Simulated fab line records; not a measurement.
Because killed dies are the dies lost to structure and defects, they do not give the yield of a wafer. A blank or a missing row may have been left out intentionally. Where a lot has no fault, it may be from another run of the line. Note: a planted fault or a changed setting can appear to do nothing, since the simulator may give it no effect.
fab line records	flow n5-finfet
record lots=12	wafers=33	last-day=17
route steps=1938 shown MIM_BOT_LITHO@1862 PASS1_CAP@1874 PASSIVATION@1911
lots that met no fault: taken from a fault-free run of the same line
start-h: hours from the record's opening day to when the first of the lot's shown wafers began	wait-h: how many hours have passed since the lot's step before this one	" as in the row above	L1.1+2: several wafers, shown together as one row	- no value, or no start given	* or withheld: withheld	< > ~ a bound
route shown NAME@n: NAME is a module with steps in the file, n the number in the route of the first one	usual: mean/standard deviation of fault-free wafers	same: alike in all rows	chamber/n: place in a boat	sites: the reading at each site	_std_site: their standard deviation	_edge_site: the outer-site mean with the inner-site mean subtracted	radius-mm: for every site, how far away it sits from the centre of the wafer	mask NAME#n: copy n	behind: the tool/chamber that last shaped the wafer	hold: the reason the lot was held/the length of the hold in hours/how it ended	device: transistor that didn't switch, given as n, p or np	end of line: the tests these same wafers got at the end of their route	a step with no rows: only its recipe	killed: dies lost to structure and defects at the first sort, not the wafer's yield	map: shows each die of a wafer: x if killed, . if not, _ if none is there
set.NAME: the setting the step ran with; set.NAME@STEP: the setting that earlier step ran with	model.NAME: the simulator's own value behind a step, which no gauge read
route steps across a sampled set of lots; one table per step, one row per wafer
services: when a tool's chamber went out of use (start-h, in hours from the record's first day, below 0 if earlier), for how many hours, and the reason
## steps
# step N5_MIM_BOT_LITHO_CD_MEAS_08
# recipe target-cd-nm=3000	landing-energy-ev=500	detector=se-inlens	polarity=opening
# usual cd-nm=3000.5/1.8
lot.wafer	tool	chamber	start-h	wait-h	cd-nm
L591.1	cd-sem-01	0	281.76	-	3003.2
L591.4	"	0	"	"	3001.7
L591.6	"	0	"	"	3002.3
L594.3	cd-sem-02	0	297.48	-	3000.3
L594.5	"	0	"	"	2996.8
L594.6	"	0	"	"	3001.5
L596.3	cd-sem-03	0	317.06	-	2996.9
L596.4	"	0	"	"	3001.8
L596.5	"	0	"	"	3002.6
L597.6	cd-sem-03	0	323.02	-	3001.9
L595.3	cd-sem-01	0	330.24	-	3000.3
L595.4	"	0	"	"	2999.5
L600.1	cd-sem-02	0	346.36	-	3002.9
L600.3	"	0	"	"	3005.7
L600.4	"	0	"	"	3002.1
L603.1	cd-sem-02	0	347.66	-	3000.1
L603.3	"	0	"	"	2997.9
L603.4	"	0	"	"	2999.1
L602.2	cd-sem-03	0	352.94	-	2997.3
L602.4	"	0	"	"	3001.2
L602.6	"	0	"	"	3000.6
L605.2	cd-sem-01	0	369.57	-	2998.8
L605.4	"	0	"	"	3000.8
L605.5	"	0	"	"	3000.7
L607.1	cd-sem-02	0	385.14	-	3001.3
L607.4	"	0	"	"	2999.5
L607.5	"	0	"	"	3002.0
L611.1	cd-sem-03	0	401.13	-	3002.8
L611.4	"	0	"	"	3000.1
L611.5	"	0	"	"	3002.8
L612.2	cd-sem-02	0	404.54	-	2999.4
L612.3	"	0	"	"	2995.3
L612.4	"	0	"	"	2997.3
# step N5_MIM_BOT_LITHO_INSPECT_12
# recipe mode=adi	inspect-instrument=macro
# usual raw-defect-count=2.1/1.3
lot.wafer	tool	chamber	start-h	wait-h	raw-defect-count
L591.1	defect-inspect-02	-	281.81	0.0	2
L591.4	"	-	"	"	2
L591.6	"	-	"	"	0
L594.3	defect-inspect-02	-	297.54	0.0	2
L594.5	"	-	"	"	2
L594.6	"	-	"	"	3
L596.3	defect-inspect-02	-	317.12	0.0	2
L596.4	"	-	"	"	3
L596.5	"	-	"	"	3
L597.6	defect-inspect-02	-	323.07	0.0	4
L595.3	defect-inspect-02	-	330.29	0.0	2
L595.4	"	-	"	"	1
L600.1	defect-inspect-01	-	346.41	0.0	4
L600.3	"	-	"	"	2
L600.4	"	-	"	"	1
L603.1	defect-inspect-01	-	347.72	0.0	5
L603.3	"	-	"	"	0
L603.4	"	-	"	"	1
L602.2	defect-inspect-01	-	353.00	0.0	1
L602.4	"	-	"	"	2
L602.6	"	-	"	"	3
L605.2	defect-inspect-01	-	369.63	0.0	2
L605.4	"	-	"	"	2
L605.5	"	-	"	"	2
L607.1	defect-inspect-02	-	385.19	0.0	2
L607.4	"	-	"	"	0
L607.5	"	-	"	"	1
L611.1	defect-inspect-02	-	401.18	0.0	6
L611.4	"	-	"	"	2
L611.5	"	-	"	"	2
L612.2	defect-inspect-01	-	404.59	0.0	1
L612.3	"	-	"	"	2
L612.4	"	-	"	"	3
# step N5_PASSIVATION_PECVD_01
# recipe material=SiNx	target-thk-a=2000	temp-c=400	precursor=SiH4/NH3/N2	pressure-torr=4.9	rf-w=1406	time-s=43.2
# usual heater-power-w=381/91	rf-fwd-power-W=1395/5	showerhead-plenum-p-Torr=8.67/0.068	throttle-valve-pct=30.3/2.1
lot.wafer	tool	chamber	start-h	wait-h	heater-power-w	rf-fwd-power-W	showerhead-plenum-p-Torr	throttle-valve-pct
L591.1	pecvd-04	0	282.80	0.0	426	1396	8.69	31.8
L591.4	"	2	"	"	388	1394	8.73	28.1
L591.6	"	0	"	"	431	1401	8.69	31.6
L594.3	pecvd-02	0	299.46	0.0	482	1397	8.79	29.4
L594.5	"	2	"	"	332	1403	8.65	28.0
L594.6	"	0	"	"	500	1402	8.80	29.3
L596.3	pecvd-01	0	318.48	0.0	483	1395	8.70	35.0
L596.4	"	1	"	"	504	1394	8.66	29.1
L596.5	"	2	"	"	254	1393	8.56	29.7
L597.6	pecvd-04	2	324.04	0.0	349	1395	8.74	27.9
L595.3	pecvd-04	0	331.26	0.0	419	1405	8.68	31.5
L595.4	"	0	"	"	424	1399	8.69	31.6
L600.1	pecvd-04	1	347.42	0.0	430	1394	8.63	29.1
L600.3	"	2	"	"	349	1393	8.73	28.1
L600.4	"	1	"	"	446	1389	8.61	29.2
L603.1	pecvd-04	1	349.08	0.0	381	1402	8.60	29.5
L603.3	"	2	"	"	361	1394	8.73	28.2
L603.4	"	2	"	"	369	1394	8.73	28.2
L602.2	pecvd-04	2	354.29	0.0	328	1392	8.74	28.4
L602.4	"	0	"	"	409	1391	8.68	31.9
L602.6	"	1	"	"	335	1393	8.60	29.1
L605.2	pecvd-01	0	370.62	0.0	528	1392	8.72	34.8
L605.4	"	0	"	"	535	1395	8.74	34.8
L605.5	"	2	"	"	282	1400	8.56	29.8
L607.1	pecvd-04	2	386.17	0.0	317	1388	8.76	28.6
L607.4	"	2	"	"	327	1386	8.73	28.7
L607.5	"	2	"	"	322	1389	8.76	28.6
L611.1	pecvd-01	2	402.19	0.0	233	1390	8.57	30.0
L611.4	"	2	"	"	240	1389	8.56	30.2
L611.5	"	2	"	"	256	1392	8.57	29.9
L612.2	pecvd-04	2	405.68	0.0	339	1394	8.73	28.5
L612.3	"	0	"	"	405	1399	8.68	32.0
L612.4	"	0	"	"	414	1397	8.68	32.0
# step N5_PASSIVATION_STRIP_34
# recipe chemistry=O2	power-w=600	temp-c=60	pressure-mtorr=30	rf-frequency-hz=6e+07	bias-power-w=0	overash-fraction=2	o2-flow-sccm=225
# usual bias-power-w=0/0	chamber-pressure-mTorr=30.00/0.083	drypump-motor-current-A=5.6/0.57	oes-product-au=0.78/0.074	rf-vpp-V=3.6/1.4	showerhead-plenum-p-Torr=2.06/0.081	throttle-valve-pct=16.75/0.18
lot.wafer	tool	chamber	start-h	wait-h	bias-power-w	chamber-pressure-mTorr	drypump-motor-current-A	oes-product-au	rf-hours-counter-h	rf-vpp-V	showerhead-plenum-p-Torr	throttle-valve-pct
L591.1	rie-diel-05	2	286.32	0.2	0	30.00	6.0	0.76	137	3.9	2.10	16.97
L591.4	"	0	"	"	0	30.09	5.2	0.73	174	4.8	2.00	16.56
L591.6	"	2	"	"	0	30.14	6.0	0.76	-	4.7	2.10	16.95
L594.3	rie-diel-03	2	304.77	0.1	0	30.03	4.8	0.84	57	3.8	2.06	16.50
L594.5	"	1	"	"	0	30.05	6.3	0.98	-	1.2	2.15	16.65
L594.6	"	0	"	"	0	30.00	5.3	0.81	-	2.8	2.04	16.83
L596.3	rie-diel-03	0	323.52	0.1	0	29.97	5.3	0.80	138	5.5	2.03	16.89
L596.4	"	2	"	"	0	29.98	4.8	0.84	64	3.4	2.06	16.52
L596.5	"	2	"	"	0	29.87	4.8	0.86	-	8.2	2.05	16.53
L597.6	rie-diel-05	3	329.03	0.0	-	-	-	-	-	-	-	-
L595.3	rie-diel-03	3	338.16	0.1	-	-	-	-	-	-	-	-
L595.4	"	0	"	"	-	-	-	-	-	-	-	-
L600.1	rie-diel-04	0	352.21	0.1	0	30.06	6.5	0.74	151	1.4	2.18	16.61
L600.3	"	2	"	"	0	29.83	5.7	0.88	48	6.8	2.06	16.34
L600.4	"	1	"	"	0	29.90	6.1	0.81	118	4.0	2.21	16.52
L603.1	rie-diel-03	0	353.13	0.1	0	30.02	5.3	0.78	148	4.7	2.03	16.86
L603.3	"	3	"	"	0	29.94	5.5	0.68	224	2.7	1.91	16.94
L603.4	"	2	"	"	0	29.94	4.8	0.85	75	5.8	2.05	16.51
L602.2	rie-diel-05	1	357.06	0.1	0	30.05	5.8	0.77	149	4.2	2.00	16.83
L602.4	"	0	"	"	0	30.00	5.2	0.70	200	4.5	1.99	16.60
L602.6	"	2	"	"	0	30.05	6.0	0.74	-	4.0	2.09	16.95
L605.2	rie-diel-03	3	373.47	0.1	0	30.01	5.5	0.66	232	5.8	1.91	16.89
L605.4	"	2	"	"	0	30.00	4.8	0.84	84	3.6	2.05	16.59
L605.5	"	2	"	"	0	30.04	4.8	0.84	-	2.3	2.05	16.57
L607.1	rie-diel-05	3	392.10	0.1	0	30.04	4.7	0.74	148	5.1	2.04	16.94
L607.4	"	1	"	"	0	29.98	5.8	0.76	161	4.1	1.99	16.86
L607.5	"	2	"	"	0	30.01	6.0	0.73	-	5.1	2.08	17.02
L611.1	rie-diel-03	2	410.21	0.1	0	30.24	4.8	0.80	97	1.3	2.04	16.60
L611.4	"	3	"	"	0	30.02	5.5	0.67	237	5.6	1.91	16.94
L611.5	"	2	"	"	0	30.10	4.8	0.81	-	3.2	2.05	16.60
L612.2	rie-diel-05	2	410.56	0.1	0	30.00	6.0	0.73	181	4.9	2.08	16.99
L612.3	"	0	"	"	0	30.16	5.2	0.71	218	2.1	1.99	16.60
L612.4	"	3	"	"	0	30.08	4.7	0.72	153	4.2	2.03	16.98
# step N5_PASSIVATION_PROBE_49
# usual defect-limited-yield=91.2/1.5	killed_at_M0_to_M3=34/11	killed_at_M4_up=14/5.4	killed-at-contacts=12/5.9	killed-at-front-end=40/12	killed-at-other=4/3.3	killed-dies=103/18	killed-open=68/13	killed-short=34/7.5	sort_bin_5_function=5.1/1	sort_bin_6_memory=3.3/0.7	sort_bin_8_speed=0.03/0.27	sort-n-pass=1076/18	sort-yield-pct=91.2/1.5
# same gross-dies=1180	killed-at-back-side=0	sort_bin_4_leakage[%]=0
lot.wafer	tool	chamber	start-h	wait-h	defect-limited-yield[%]	killed_at_M0_to_M3	killed_at_M4_up	killed-at-contacts	killed-at-front-end	killed-at-other	killed-dies	killed-open	killed-short	sort_bin_5_function[%]	sort_bin_6_memory[%]	sort_bin_8_speed[%]	sort-n-pass	sort-yield-pct[%]
L594.3	prober-02	-	311.13	0.1	90.3	44	20	15	31	4	114	83	31	5.6	3.9	0	1066	90.3
L594.5	prober-02	-	311.23	0.2	88.6	45	18	9	52	10	134	80	54	6.7	4.1	0	1046	88.6
L594.6	prober-02	-	311.28	0.3	92.5	32	10	7	39	0	88	57	29	4.7	2.3	0	1092	92.5
L605.2	prober-01	-	378.26	0.1	93.0	36	9	5	30	3	83	59	24	4.1	2.7	0	1097	93.0
L605.4	prober-01	-	378.36	0.2	91.1	46	8	7	40	4	105	75	30	5.2	3.3	0	1075	91.1
L605.5	prober-01	-	378.41	0.2	91.3	22	23	11	44	3	103	66	37	4.2	4.6	0	1077	91.3
# killed by level:class
L594.3 MOL_CONTACT_COAG:geometric-particle:open=15 FIN_SAQP:geometric-particle:open=12 BEOL_M0_SAQP:geometric-particle:short=10 BEOL_M0_SAQP:geometric-particle:open=10 BEOL_M3:geometric-particle:open=10 BEOL_M4:geometric-particle:open=9 STI_FIN_REVEAL:geometric-particle:open=8 BEOL_M3:geometric-particle:short=7
L594.5 FIN_SAQP:geometric-particle:open=23 FIN_SAQP:geometric-particle:short=13 BEOL_M0_SAQP:geometric-particle:short=13 BEOL_M0_SAQP:geometric-particle:open=10 BEOL_M4:geometric-particle:open=9 MOL_CONTACT_COAG:geometric-particle:open=8 BEOL_M3:geometric-particle:open=6 DUMMY_GATE:geometric-particle:open=5
L594.6 FIN_SAQP:geometric-particle:open=7 BEOL_M0_SAQP:geometric-particle:open=7 BEOL_M2:geometric-particle:open=7 GATE_CUT:geometric-particle:short=6 MOL_CONTACT_COAG:geometric-particle:open=6 BEOL_M0_SAQP:geometric-particle:short=6 FIN_SAQP:geometric-particle:short=5 STI_FIN_REVEAL:geometric-particle:open=5
L605.2 STI_FIN_REVEAL:geometric-particle:open=12 BEOL_M0_SAQP:geometric-particle:open=9 BEOL_M1:geometric-particle:open=7 BEOL_M3:geometric-particle:open=6 MOL_CONTACT_COAG:geometric-particle:open=5 BEOL_M0_SAQP:geometric-particle:short=5 FIN_SAQP:geometric-particle:short=3 STI_FIN_REVEAL:geometric-particle:short=3
L605.4 BEOL_M1:geometric-particle:open=10 BEOL_M0_SAQP:geometric-particle:open=9 BEOL_M3:geometric-particle:open=9 STI_FIN_REVEAL:geometric-particle:open=8 BEOL_M0_SAQP:geometric-particle:short=8 MOL_CONTACT_COAG:geometric-particle:open=6 FIN_SAQP:geometric-particle:open=5 BEOL_M2:geometric-particle:open=5
L605.5 STI_FIN_REVEAL:geometric-particle:open=14 MOL_CONTACT_COAG:geometric-particle:short=6 BEOL_M4:geometric-particle:open=6 FIN_SAQP:geometric-particle:open=5 BEOL_M1:geometric-particle:open=5 MOL_CONTACT_COAG:geometric-particle:open=5 BEOL_M2:geometric-particle:open=5 ILD0:geometric-particle:open=4
## services
tool	chamber	start-h	hours	kind
pecvd-02	2	258.87	2.1	scheduled-down
pecvd-01	-	271.40	0.5	repair
pecvd-01	2	273.42	4.2	repair
pecvd-04	1	273.54	5.3	repair
rie-diel-03	-	282.27	14.6	pm
rie-diel-05	-	290.03	0.5	repair
rie-diel-04	-	306.33	0.4	repair
pecvd-01	0	309.20	5.5	scheduled-down
pecvd-01	2	326.54	5.5	scheduled-down
pecvd-01	-	334.06	2.8	pm
pecvd-02	-	346.37	2.8	pm
rie-diel-03	3	374.28	19.2	repair
pecvd-04	1	379.70	11.8	repair
pecvd-01	1	385.07	2.1	scheduled-down
pecvd-01	1	387.20	-	clean
pecvd-01	1	387.20	-	consumable-replace:showerhead
pecvd-01	1	387.20	29.0	scheduled-down
pecvd-01	1	387.20	29.0	vent-cycle
pecvd-01	0	404.77	2.1	scheduled-down
pecvd-04	2	407.85	2.1	scheduled-down
## key
first-sign step=N5_PASSIVATION_STRIP_34	reading=tool-record	direction=missing
effect none on later readings
met-at N5_PASSIVATION_STRIP_34
struck-lots L595,L597
not-acting-at N5_MIM_BOT_LITHO_CD_MEAS_08,N5_MIM_BOT_LITHO_INSPECT_12,N5_PASSIVATION_PECVD_01
onset-between 323.52 329.03
fault kind=skipped-step-whole	tool=rie-diel-03,rie-diel-05	chamber=-	onset-h=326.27	steps=N5_PASSIVATION_STRIP_34	scope=struck-lots-only
